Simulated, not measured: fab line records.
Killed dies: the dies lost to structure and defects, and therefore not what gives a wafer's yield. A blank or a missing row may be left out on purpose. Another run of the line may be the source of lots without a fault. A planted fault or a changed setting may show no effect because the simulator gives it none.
Problem report in the 8D (eight disciplines) form, filled by code + flow n5-finfet + the parts of the form that need people (team, actions taken, sign-off) are left out

## 1. THE ISSUE
Wafers without a fault read 73, standard deviation 24; raw-defect-count at N5_BEOL_M14_INSPECT_55 reads a mean of 884 on 5 wafers belonging to 2 lots. Relative to the usual mean, that is a shift of +34 standard deviations.
The step: inspects for defects (darkfield).
Seen first at day 14 04:21 on defect-inspect-01, wafer L809.3. At this step, 30 wafers from 11 lots have a number in the record. Rule for "out" (also "out of limits"): further than 4 standard deviations from the usual mean. Any other wafer with a number is counted as sound.

## 2. WHAT IT IS AND WHAT IT IS NOT
| question                    | is                                   | is not                                                                                       |
|-----------------------------|--------------------------------------|----------------------------------------------------------------------------------------------|
| which readings at this step | raw-defect-count                     | -                                                                                            |
| which lots                  | L809, L810                           | L799, L802, L803, L804, L815, L816, L818, L821, L822                                         |
| which wafers of those lots  | all that have a number               | -                                                                                            |
| read on which gauges        | defect-inspect-01, defect-inspect-02 | -                                                                                            |
| when                        | from day 14 04:21                    | up to then (12 sound wafers); but 13 sound wafers of L815, L816, L818, L821, L822 came after |

## 3. SUSPECTS, AND WHAT RULES EACH OUT
Counting: a tool at a process step up to the reading stays a suspect if it ran every lot that is out and no sound lot after the first of them.
- the gauge at N5_BEOL_M14_INSPECT_55 is ruled out. The wafers that are out were read on 2 gauges (defect-inspect-01, defect-inspect-02).
- rie-diel-06 at N5_BEOL_M14_ETCH_38 (etches SiCN in CF4/N2, target depth 106.5 nm, time 120.6 s): ruled out as a lasting fault. Following L809 (day 14 03:08), the first lot on it that is out, the sound lots L816, L821 were run on it. N5_BEOL_M14_ETCH_38 gives no start for some lots, so the hours and the order of its lots are those of N5_BEOL_M14_SPUTTER_43.
- pvd-sputter-01 at N5_BEOL_M14_SPUTTER_43 (material TaN, target thk 15 nm, time 24.19 s): ruled out as a lasting fault. Following L809 (day 14 03:08), the first lot on it that is out, the sound lots L816, L815 were run on it.
- pecvd-03 at N5_BEOL_M14_PRE_CLEAN_52 (time 15 s): ruled out as a lasting fault. Following L809 (day 14 04:14), the first lot on it that is out, the sound lots L822, L821 were run on it.
Left after counting: nothing in the record.

## 4. THE CAUSE (what the simulator had put in)
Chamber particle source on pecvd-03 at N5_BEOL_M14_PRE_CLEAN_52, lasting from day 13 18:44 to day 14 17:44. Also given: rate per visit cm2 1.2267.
The count ruled it out by mistake, since the rule takes a fault to strike every lot its tool runs from the start of the fault on, and this one did not do so.

## 5. THE EFFECT CHAIN, in route order
Rows list readings where the struck wafers' mean (over those with a number) sits beyond 3 standard deviations from the usual. Readings are gone through only where the record gives a usual standard deviation; hours: the median, over the lots, of the time from a lot's start at the first step in this table giving one to that lot's start at this step; sigmas: the change measured in usual standard deviations.
| hours | step                    | reading              | usual  | on struck wafers | change | sigmas |
|-------|-------------------------|----------------------|--------|------------------|--------|--------|
| 0     | N5_BEOL_M14_INSPECT_55  | raw-defect-count     | 73     | 884              | +811   | +34    |
| 21    | N5_PASSIVATION_PROBE_49 | defect-limited-yield | 91.5 % | 81.0             | -10.5  | -6.2   |
| 21    | N5_PASSIVATION_PROBE_49 | killed_at_M4_up      | 13     | 133              | +120   | +23    |
| 21    | N5_PASSIVATION_PROBE_49 | killed-dies          | 101    | 224              | +123   | +6.2   |
| 21    | N5_PASSIVATION_PROBE_49 | killed-on-rim        | 13     | 29               | +16    | +3.9   |
| 21    | N5_PASSIVATION_PROBE_49 | sort_bin_5_function  | 5.0 %  | 12.1             | +7.1   | +6.4   |
| 21    | N5_PASSIVATION_PROBE_49 | sort-n-pass          | 1078   | 956              | -122   | -6.1   |
| 21    | N5_PASSIVATION_PROBE_49 | sort-yield-pct       | 91.4 % | 81.0             | -10.4  | -6.1   |
Here are the process steps it includes:
- N5_PASSIVATION_PROBE_49
Later steps that measure or inspect, where all struck wafers having a row at the step show a number for every such reading and not one has moved that far: N5_BEOL_M15_THK_MEAS_01.

## 6. HOW IT WOULD HAVE BEEN CAUGHT EARLIER
Counted from the fault's start at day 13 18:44, it took 10 hours until the first out-of-limits reading at a measuring or inspecting step in this record, taken at day 14 04:21.
